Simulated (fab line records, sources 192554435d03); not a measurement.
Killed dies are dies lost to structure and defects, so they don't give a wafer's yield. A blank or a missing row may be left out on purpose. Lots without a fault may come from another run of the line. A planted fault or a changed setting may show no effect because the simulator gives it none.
fab line records | flow n5_finfet
record lots=10 wafers=27 last_day=19
route steps=1938 shown BEOL_M2@860 BEOL_M4@1111 PASSIVATION@1936
lots that met no fault: from a run of the same line without faults
start_h: hours from the record's first day to the start of the lot's first wafer shown | wait_h: hours since the lot's step before | " the same as in the row above | L1.1+2: a row that stands for several wafers | - no value, or no start given | * or withheld: withheld | < > ~ a bound
route shown NAME@n: a module of which the file shows steps, and the number in the route of the first | usual: mean/standard deviation of fault-free wafers | same: alike in all rows | chamber/n: place in a boat | sites: the reading at each site | _std_site: their standard deviation | _edge_site: outer sites' mean less inner sites' | radius_mm: how far each site lies from the wafer's centre | mask NAME#n: copy n | behind: the tool/chamber that last shaped the wafer | hold: why the lot was held/for how many hours/how that ended | device: the transistor (n, p or np) that didn't switch | end of line: the same wafers' tests at the end of the route | a step without rows: its recipe alone | killed: dies lost to structure and defects at the first sort, not the wafer's yield | map: a wafer's dies, x killed, . not, _ none there
set.NAME: the setting as run; set.NAME@STEP: as run at that earlier step | model.NAME: the simulator's own value behind a step, which no gauge read
steps of the route over a sample of lots; a table a step, a row a wafer
services: from which hour (start_h, from the record's first day; less than 0 if before it) a tool's chamber was out of use, for how many hours, and why
## steps
# step N5_BEOL_M2_ETCH_64
# recipe chemistry=N2/H2 target=SOC target_depth_a=750 overetch_a=225 mask_material=SiARC temp_c=40 time_s=121.9 ion_energy_ev=200 pressure_mtorr=30 source_w=840 bias_w=150 n2_flow_sccm=200 h2_flow_sccm=200
# usual drypump_motor_current_A=5.60/0.29 oes_product_au=0.59/0.057 rf_vpp_V=524.7/2.1 showerhead_plenum_p_Torr=2.58/0.073 throttle_valve_pct=17.9/0.3
# same time_s=121.9
# columns lot.wafer tool chamber start_h wait_h drypump_motor_current_A oes_product_au rf_hours_counter_h rf_vpp_V showerhead_plenum_p_Torr throttle_valve_pct
L266.1 rie_diel-06 0 139.60 0.0 5.94 0.65 61 520.9 2.47 17.5
L266.4 " 3 " " 5.14 0.55 166 524.4 2.65 18.4
L266.6 " 3 " " 5.16 0.55 - 527.8 2.65 18.4
L269.1 rie_diel-06 3 146.45 0.0 5.13 0.55 168 527.0 2.65 18.4
L269.2 " 1 " " 5.64 0.54 217 525.8 2.60 18.2
L269.4 " 3 " " 5.13 0.55 - 528.1 2.65 18.4
L272.3 rie_diel-06 2 170.15 0.0 5.53 0.63 76 525.6 2.57 17.8
L272.4 " 3 " " 5.12 0.55 177 527.6 2.65 18.4
L275.3 rie_diel-01 2 188.64 0.0 5.63 0.53 234 526.0 2.62 18.4
L275.6 " 1 " " 5.48 0.58 - 526.8 2.65 18.0
L277.4 rie_diel-03 2 198.64 0.1 6.27 0.55 - 521.7 2.50 17.8
L277.6 " 3 " " 5.14 0.55 - 521.9 2.55 17.9
L280.1 rie_diel-03 3 215.75 0.0 5.13 0.55 176 523.4 2.55 18.0
L280.4 " 1 " " 5.77 0.57 131 524.3 2.54 17.6
L280.5 " 0 " " 5.29 0.71 - 526.4 2.58 17.6
L282.1 rie_diel-06 0 224.66 0.0 5.92 0.62 90 520.2 2.46 17.5
L282.5 " 1 " " 5.64 0.53 - 526.0 2.59 18.2
L282.6 " 2 " " 5.50 0.61 - 525.7 2.56 17.8
L285.2 rie_diel-06 3 248.18 0.0 5.12 0.53 199 527.0 2.64 18.4
L285.4 " 0 " " 5.93 0.61 94 520.8 2.45 17.5
L285.6 " 2 " " 5.52 0.60 - 525.8 2.56 17.8
L268.2 rie_diel-03 3 253.04 0.0 5.17 0.54 191 524.5 2.54 18.0
L268.3 " 0 " " 5.34 0.67 20 524.5 2.57 17.6
L268.5 " 3 " " 5.17 0.54 - 523.0 2.54 18.0
L288.1 rie_diel-06 2 282.48 0.0 5.48 0.59 108 523.9 2.56 17.8
L288.3 " 0 " " 5.92 0.61 104 520.0 2.45 17.5
L288.4 " 1 " " 5.64 0.77 0 525.6 2.59 17.8
# step N5_BEOL_M2_CD_MEAS_18
# recipe pitch_nm=36 target_cd_nm=18
# usual cd_nm=18.0/0.33
# columns lot.wafer tool chamber start_h wait_h cd_nm
L266.1 cd_sem-02 - 140.05 0.0 18.2
L266.4 " - " " 17.8
L266.6 " - " " 17.7
L269.1 cd_sem-01 - 146.97 0.0 17.5
L269.2 " - " " 17.6
L269.4 " - " " 17.8
L272.3 cd_sem-01 - 170.63 0.1 18.0
L272.4 " - " " 17.6
L275.3 cd_sem-02 - 189.03 0.1 17.7
L275.6 " - " " 17.7
L277.4 cd_sem-03 - 199.00 0.1 17.7
L277.6 " - " " 17.8
L280.1 cd_sem-03 - 216.25 0.0 18.2
L280.4 " - " " 18.2
L280.5 " - " " 18.1
L282.1 cd_sem-03 - 225.03 0.1 18.5
L282.5 " - " " 18.7
L282.6 " - " " 18.2
L285.2 cd_sem-03 - 248.59 0.1 18.0
L285.4 " - " " 18.5
L285.6 " - " " 18.6
L268.2 cd_sem-01 - 253.40 0.1 18.5
L268.3 " - " " 18.0
L268.5 " - " " 18.5
L288.1 cd_sem-03 - 282.84 0.1 18.4
L288.3 " - " " 18.7
L288.4 " - " " 18.1
# step N5_BEOL_M2_OVL_MEAS_29
# recipe points_per_wafer=522
# usual V1_OVL=-0.1/0.59
# columns lot.wafer tool chamber start_h wait_h V1_OVL[nm]
L266.1 overlay-02 0 140.52 0.0 -0.7
L266.4 " 0 " " 0.1
L266.6 " 0 " " 0.0
L269.1 overlay-02 0 147.44 0.0 -1.7
L269.2 " 0 " " -1.2
L269.4 " 0 " " 0.2
L272.3 overlay-02 0 171.00 0.0 -0.4
L272.4 " 0 " " -0.6
L275.3 overlay-01 0 189.52 0.0 -0.6
L275.6 " 0 " " 0.4
L277.4 overlay-02 0 199.48 0.0 -0.6
L277.6 " 0 " " 0.2
L280.1 overlay-01 0 216.72 0.0 0.8
L280.4 " 0 " " 0.1
L280.5 " 0 " " 0.1
L282.1 overlay-02 0 225.38 0.0 0.0
L282.5 " 0 " " 0.4
L282.6 " 0 " " -0.2
L285.2 overlay-02 0 249.07 0.0 -1.0
L285.4 " 0 " " -0.7
L285.6 " 0 " " 0.4
L268.2 overlay-01 0 253.88 0.0 -0.1
L268.3 " 0 " " 0.8
L268.5 " 0 " " 0.3
L288.1 overlay-02 0 283.37 0.0 0.4
L288.3 " 0 " " -1.0
L288.4 " 0 " " -0.1
# step N5_BEOL_M2_ALD_98
# recipe material=SiO2 target_thk_a=25 temp_c=100 ald_precursor_family=BDEAS ald_co_reactant=O2-plasma pulse_time_s=1 co_reactant_pulse_time_s=1 purge_time_s=2 co_reactant_purge_time_s=2 ald_cycles=17 pressure_torr=2
# usual ald_cycles=17/0 chamber_pressure_Torr=2.000/0.004 heater_power_w=76/6.4 precursor_pulse_height_rel=1.001/0.02
# same pulse_time_s=1
# columns lot.wafer tool chamber start_h wait_h ald_cycles chamber_pressure_Torr heater_power_w precursor_pulse_height_rel
L266.1 ald_sin-01 1 140.83 0.1 17 2.000 82 1.006
L266.4 " 2 " " 17 1.997 66 1.025
L266.6 " 1 " " 17 2.004 83 1.014
L269.1 ald_sin-01 3 148.43 0.8 17 2.004 75 1.052
L269.2 " 2 " " 17 1.996 66 0.971
L269.4 " 0 " " 17 2.006 77 1.017
L272.3 ald_sin-01 2 171.22 0.1 8 2.001 65 0.992
L272.4 " 0 " " 8 1.994 76 0.990
L275.3 ald_sin-01 3 190.11 0.4 8 1.996 76 1.007
L275.6 " 3 " " 17 1.999 77 0.943
L277.4 ald_sin-01 0 199.69 0.0 8 2.004 75 0.995
L277.6 " 3 " " 17 2.000 73 1.020
L280.1 ald_sin-02 3 217.56 0.1 17 2.002 71 0.998
L280.4 " 2 " " 17 2.005 93 0.942
L280.5 " 3 " " 17 1.999 71 0.976
L282.1 ald_sin-03 2 225.61 0.1 17 1.995 69 0.969
L282.5 " 3 " " 17 2.004 82 1.027
L282.6 " 2 " " 17 1.998 69 1.005
L285.2 ald_sin-01 1 250.03 0.8 17 2.002 81 0.991
L285.4 " 0 " " 17 1.999 75 1.010
L285.6 " 1 " " 17 1.994 81 0.996
L268.2 ald_sin-02 1 254.13 0.1 17 1.995 80 0.984
L268.3 " 2 " " 17 2.008 95 0.990
L268.5 " 0 " " 17 1.999 73 0.991
L288.1 ald_sin-01 3 283.74 0.1 17 2.007 76 0.999
L288.3 " 2 " " 17 2.005 66 0.987
L288.4 " 1 " " 17 2.000 83 1.012
# step N5_BEOL_M4_RC_MEAS_101
# usual DIBL_N=36.1/1.6 DIBL_P=35.7/1.8 IOFF_N=0.159/0.027 IOFF_P=0.21/0.03 ION_N=673/10 ION_P=462/7.4 SS_N=71.4/0.56 SS_P=73.2/0.61 VT_N=249.7/3 VT_P=-250/3.1
# columns lot.wafer tool chamber start_h wait_h DIBL_N[mV/V] DIBL_P[mV/V] IOFF_N[nA/um] IOFF_P[nA/um] ION_N[uA/um] ION_P[uA/um] SS_N[mV/dec] SS_P[mV/dec] VT_N[mV] VT_P[mV]
L266.1 prober-01 0 166.24 0.0 33.2 33.2 0.118 0.19 664 460 70.7 72.6 253.6 -248
L266.4 " 0 " " 34.0 35.0 0.134 0.22 661 466 71.5 73.1 251.4 -249
L266.6 " 0 " " 32.9 32.9 0.122 0.19 661 459 71.3 72.2 250.9 -250
L269.1 prober-02 0 183.10 0.0 33.5 30.8 0.133 0.20 683 480 70.9 72.1 249.5 -248
L269.2 " 0 " " 35.2 33.0 0.156 0.23 686 476 70.7 72.6 249.5 -246
L269.4 " 0 " " 37.1 34.6 0.187 0.26 677 471 72.3 73.4 245.7 -244
L272.3 prober-02 0 199.08 0.3 36.4 36.8 0.164 0.18 676 449 72.0 73.6 250.7 -252
L272.4 " 0 " " 36.9 38.2 0.171 0.22 683 455 72.6 73.5 250.2 -252
L275.3 prober-02 0 221.03 0.3 35.5 35.5 0.153 0.19 673 463 71.5 73.1 250.3 -252
L275.6 " 0 " " 36.9 36.3 0.187 0.21 679 455 71.9 73.8 249.4 -249
L277.4 prober-02 0 233.80 0.5 35.1 35.4 0.149 0.19 673 459 71.8 72.8 249.9 -251
L277.6 " 0 " " 37.0 37.4 0.190 0.23 678 464 71.6 73.9 246.2 -249
L280.1 prober-02 0 252.43 0.0 35.3 35.3 0.144 0.19 664 458 70.8 73.9 253.9 -252
L280.4 " 0 " " 33.6 33.2 0.117 0.18 641 453 71.1 72.3 256.6 -251
L280.5 " 0 " " 34.6 35.1 0.140 0.19 662 454 71.1 74.0 250.2 -251
L282.1 prober-02 0 255.59 0.0 36.1 36.2 0.161 0.22 682 473 72.0 72.8 248.9 -245
L282.5 " 0 " " 35.4 35.9 0.151 0.22 681 466 71.7 73.7 250.4 -246
L282.6 " 0 " " 37.2 38.5 0.198 0.26 694 471 71.3 72.9 244.0 -246
L285.2 prober-02 0 282.93 0.2 37.5 34.8 0.156 0.19 660 450 71.6 73.1 251.8 -251
L285.4 " 0 " " 34.7 31.6 0.118 0.15 643 447 71.4 72.4 254.1 -255
L285.6 " 0 " " 36.6 34.2 0.154 0.19 677 460 70.9 73.1 250.6 -256
L268.2 prober-02 0 307.72 0.2 35.2 36.1 0.172 0.23 691 479 71.9 73.7 247.3 -247
L268.3 " 0 " " 34.6 35.4 0.143 0.23 664 471 71.3 73.3 251.2 -246
L268.5 " 0 " " 35.8 36.3 0.170 0.24 680 468 71.6 74.1 250.4 -246
L288.1 prober-01 0 341.71 0.0 35.2 34.8 0.156 0.22 662 460 71.1 73.1 247.2 -244
L288.3 " 0 " " 34.7 33.7 0.139 0.20 670 468 70.9 72.1 251.6 -245
L288.4 " 0 " " 36.7 36.9 0.201 0.26 694 482 71.0 73.1 243.3 -242
# step N5_PASSIVATION_PROBE_49
# usual defect_limited_yield=91.0/1.3 killed_at_M0_to_M3=33/10 killed_at_M4_up=14/5.6 killed_at_contacts=12/5.8 killed_at_front_end=43/11 killed_at_other=4.1/2.8 killed_dies=106/15 killed_open=70/12 killed_short=34/7.5 sort_bin_5_function=5.3/0.88 sort_bin_6_memory=3.3/0.64 sort_bin_8_speed=0.00/0.016 sort_n_pass=1074/15 sort_yield_pct=91.0/1.3
# same gross_dies=1180 killed_at_back_side=0 sort_bin_4_leakage[%]=0
# columns lot.wafer tool chamber start_h wait_h defect_limited_yield[%] killed_at_M0_to_M3 killed_at_M4_up killed_at_contacts killed_at_front_end killed_at_other killed_dies killed_open killed_short sort_bin_5_function[%] sort_bin_6_memory[%] sort_bin_8_speed[%] sort_n_pass sort_yield_pct[%]
L266.1 prober-01 - 272.17 0.0 93.1 15 11 18 30 8 82 50 27 4.0 2.6 0 1098 93.1
L266.4 prober-01 - 272.32 0.2 91.4 30 21 10 34 6 101 68 29 5.1 3.4 0 1079 91.4
L266.6 prober-01 - 272.42 0.3 90.5 31 14 28 32 7 112 74 36 5.7 3.2 0 1068 90.5
L269.1 prober-01 - 292.20 0.0 92.4 30 17 9 30 4 90 67 23 4.5 3.0 0 1090 92.4
L269.2 prober-01 - 292.25 0.1 91.4 36 10 7 43 5 101 68 27 5.7 2.5 0 1079 91.4
L269.4 prober-01 - 292.35 0.2 88.8 55 13 17 44 3 132 77 52 6.1 4.8 0 1048 88.8
L272.3 prober-02 - 303.54 0.1 89.2 30 11 17 65 4 127 94 29 6.7 3.6 0 1053 89.2
L272.4 prober-02 - 303.59 0.2 89.6 33 12 21 49 8 123 100 22 5.7 4.6 0 1057 89.6
L275.3 prober-02 - 338.46 0.1 89.6 52 9 4 51 7 123 86 37 6.7 3.5 0 1057 89.6
L275.6 prober-02 - 338.61 0.3 91.3 37 6 9 50 1 103 64 37 5.0 3.6 0 1077 91.3
L280.1 prober-01 - 364.86 0.0 92.8 28 11 17 25 4 85 55 29 4.3 2.6 0 1095 92.8
L280.4 prober-01 - 365.01 0.2 93.1 27 11 6 33 5 82 55 25 3.9 2.7 0.08 1097 93.0
L280.5 prober-01 - 365.06 0.2 93.1 25 8 9 26 13 81 53 27 4.1 2.4 0 1099 93.1
L282.1 prober-01 - 367.95 0.0 94.2 26 6 12 22 2 68 39 27 3.7 1.8 0 1112 94.2
L282.5 prober-01 - 368.15 0.2 91.9 28 11 9 38 9 95 57 37 4.2 3.3 0 1085 91.9
L282.6 prober-01 - 368.20 0.3 91.2 33 16 16 32 7 104 77 27 4.9 3.6 0 1076 91.2
# killed by level:class
L266.1 MOL_CONTACT_COAG:geometric_particle:open=14 BEOL_M2:geometric_particle:open=7 STI_FIN_REVEAL:geometric_particle:open=6 MIM_TOP:geometric_particle:short=5 FIN_SAQP:geometric_particle:open=4 STARTING-WAFER:geometric_particle:short=4 FIN_SAQP:geometric_particle:short=3 GATE_CUT:geometric_particle:open=3
L266.4 BEOL_M4:geometric_particle:open=13 MOL_CONTACT_COAG:geometric_particle:open=9 FIN_SAQP:geometric_particle:open=7 BEOL_M1:geometric_particle:open=7 BEOL_M2:geometric_particle:open=6 BEOL_M0_SAQP:geometric_particle:short=5 FIN_SAQP:geometric_particle:short=4 GATE_CUT:geometric_particle:short=4
L266.6 MOL_CONTACT_COAG:geometric_particle:open=23 FIN_SAQP:geometric_particle:short=8 BEOL_M1:geometric_particle:open=8 BEOL_M3:geometric_particle:open=8 BEOL_M4:geometric_particle:open=7 BEOL_M0_SAQP:geometric_particle:short=6 BEOL_M0_SAQP:geometric_particle:open=5 FIN_SAQP:geometric_particle:open=4
L269.1 BEOL_M3:geometric_particle:open=11 BEOL_M4:geometric_particle:open=10 BEOL_M2:geometric_particle:open=8 MOL_CONTACT_COAG:geometric_particle:open=8 DUMMY_GATE:geometric_particle:open=6 STI_FIN_REVEAL:geometric_particle:open=5 ILD0:geometric_particle:short=4 BEOL_M4:geometric_particle:short=4
L269.2 BEOL_M2:geometric_particle:open=10 BEOL_M3:geometric_particle:open=10 FIN_SAQP:geometric_particle:open=8 STI_FIN_REVEAL:geometric_particle:open=8 DUMMY_GATE:geometric_particle:open=5 BEOL_M4:geometric_particle:open=5 GATE_CUT:geometric_particle:short=4 MOL_CONTACT_COAG:geometric_particle:open=4
L269.4 FIN_SAQP:geometric_particle:short=12 BEOL_M0_SAQP:geometric_particle:short=11 MOL_CONTACT_COAG:geometric_particle:open=11 BEOL_M0_SAQP:geometric_particle:open=11 FIN_SAQP:geometric_particle:open=10 BEOL_M1:geometric_particle:open=7 BEOL_M3:geometric_particle:open=7 BEOL_M2:geometric_particle:open=6
L272.3 STI_FIN_REVEAL:geometric_particle:open=26 MOL_CONTACT_COAG:geometric_particle:open=13 BEOL_M2:geometric_particle:open=8 BEOL_M4:geometric_particle:open=8 BEOL_M1:geometric_particle:open=7 FIN_SAQP:geometric_particle:open=6 FIN_SAQP:geometric_particle:short=5 STI_FIN_REVEAL:geometric_particle:short=4
L272.4 STI_FIN_REVEAL:geometric_particle:open=21 MOL_CONTACT_COAG:geometric_particle:open=18 BEOL_M2:geometric_particle:open=14 BEOL_M4:geometric_particle:open=7 BEOL_M1:geometric_particle:open=6 DUMMY_GATE:geometric_particle:open=5 STI_FIN_REVEAL:geometric_particle:short=4 BEOL_M0_SAQP:geometric_particle:open=4
L275.3 BEOL_M0_SAQP:geometric_particle:open=14 FIN_SAQP:geometric_particle:open=13 DUMMY_GATE:geometric_particle:open=12 BEOL_M3:geometric_particle:open=11 DUMMY_GATE:geometric_particle:short=8 BEOL_M2:geometric_particle:open=8 BEOL_M0_SAQP:geometric_particle:short=7 BEOL_M3:geometric_particle:short=5
L275.6 BEOL_M1:geometric_particle:open=12 MOL_CONTACT_COAG:geometric_particle:open=7 STI_FIN_REVEAL:geometric_particle:open=6 BEOL_M0_SAQP:geometric_particle:open=6 FIN_SAQP:geometric_particle:open=5 GATE_CUT:geometric_particle:short=5 BEOL_M3:geometric_particle:open=5 BEOL_M0_SAQP:geometric_particle:short=4
L280.1 MOL_CONTACT_COAG:geometric_particle:open=14 BEOL_M0_SAQP:geometric_particle:short=9 FIN_SAQP:geometric_particle:open=7 FIN_SAQP:geometric_particle:short=6 BEOL_M1:geometric_particle:open=6 BEOL_M4:geometric_particle:open=6 BEOL_M0_SAQP:geometric_particle:open=5 MOL_CONTACT_COAG:geometric_particle:short=3
L280.4 BEOL_M0_SAQP:geometric_particle:open=10 FIN_SAQP:geometric_particle:open=8 BEOL_M0_SAQP:geometric_particle:short=6 BEOL_M2:geometric_particle:open=6 FIN_SAQP:geometric_particle:short=4 ILD0:geometric_particle:open=4 MOL_CONTACT_COAG:geometric_particle:open=4 BEOL_M1:geometric_particle:open=4
L280.5 MOL_CONTACT_COAG:geometric_particle:open=9 BEOL_M0_SAQP:geometric_particle:short=8 FIN_SAQP:geometric_particle:short=7 FIN_SAQP:geometric_particle:open=6 STI_FIN_REVEAL:geometric_particle:open=6 BEOL_M1:geometric_particle:open=5 BEOL_M2:geometric_particle:open=5 PASS1_DEP:geometric_particle:open=5
L282.1 BEOL_M1:geometric_particle:open=10 MOL_CONTACT_COAG:geometric_particle:open=9 FIN_SAQP:geometric_particle:short=8 BEOL_M0_SAQP:geometric_particle:short=4 BEOL_M2:geometric_particle:open=4 FIN_SAQP:geometric_particle:open=3 MOL_CONTACT_COAG:geometric_particle:short=3 BEOL_M0_SAQP:geometric_particle:open=3
L282.5 FIN_SAQP:geometric_particle:open=10 MOL_CONTACT_COAG:geometric_particle:open=8 BEOL_M3:geometric_particle:open=7 GATE_CUT:geometric_particle:short=6 BEOL_M2:geometric_particle:open=6 FIN_SAQP:geometric_particle:short=5 BEOL_M2:geometric_particle:short=5 BEOL_M0_SAQP:geometric_particle:short=5
L282.6 MOL_CONTACT_COAG:geometric_particle:open=14 BEOL_M3:geometric_particle:open=13 DUMMY_GATE:geometric_particle:open=10 BEOL_M1:geometric_particle:open=6 STI_FIN_REVEAL:geometric_particle:open=5 BEOL_M5:geometric_particle:open=5 BEOL_M0_SAQP:geometric_particle:short=4 BEOL_M2:geometric_particle:open=4
## services
# columns tool chamber start_h hours kind
ald_sin-02 - 144.29 6.0 pm
rie_diel-06 2 144.85 12.2 repair
ald_sin-03 - 162.30 6.1 pm
rie_diel-03 0 170.10 5.9 repair
ald_sin-02 0 173.72 1.7 repair
ald_sin-03 - 177.94 14.0 pm
ald_sin-01 1 184.53 5.7 repair
ald_sin-02 3 187.52 4.0 repair
rie_diel-03 0 190.51 - clean
rie_diel-03 0 190.51 - consumable_replace:focus_ring
rie_diel-03 0 190.51 12.7 scheduled_down
rie_diel-01 0 198.22 3.0 repair
ald_sin-03 - 207.83 6.0 pm
ald_sin-02 3 222.86 5.1 repair
ald_sin-03 0 225.83 2.4 repair
ald_sin-03 0 229.60 4.2 repair
rie_diel-06 - 232.17 14.6 pm
ald_sin-03 0 243.70 4.6 repair
ald_sin-03 2 246.32 3.0 repair
rie_diel-03 2 263.59 3.8 repair
rie_diel-06 1 265.85 - clean
rie_diel-06 1 265.85 - consumable_replace:focus_ring
rie_diel-06 1 265.85 16.0 scheduled_down
rie_diel-06 1 265.85 16.0 vent_cycle
## key
first_sign step=N5_BEOL_M2_ALD_98 reading=ald_cycles direction=down sigmas=99+ usual=* struck=*
effect none on later readings
met_at N5_BEOL_M2_ALD_98
struck_lots L272,L275,L277
struck_wafers L272.3,L272.4,L275.3,L277.4
not_acting_at N5_BEOL_M2_ETCH_64,N5_BEOL_M2_CD_MEAS_18,N5_BEOL_M2_OVL_MEAS_29
onset_between 148.43 171.22
fault kind=process_parameter_drift tool=ald_sin-01 chamber=- onset_h=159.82 steps=N5_BEOL_M2_ALD_98 channel=ald_cycles offset=* shape=step end_h=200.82 scope=struck_wafers_only acts_in=* stated=*
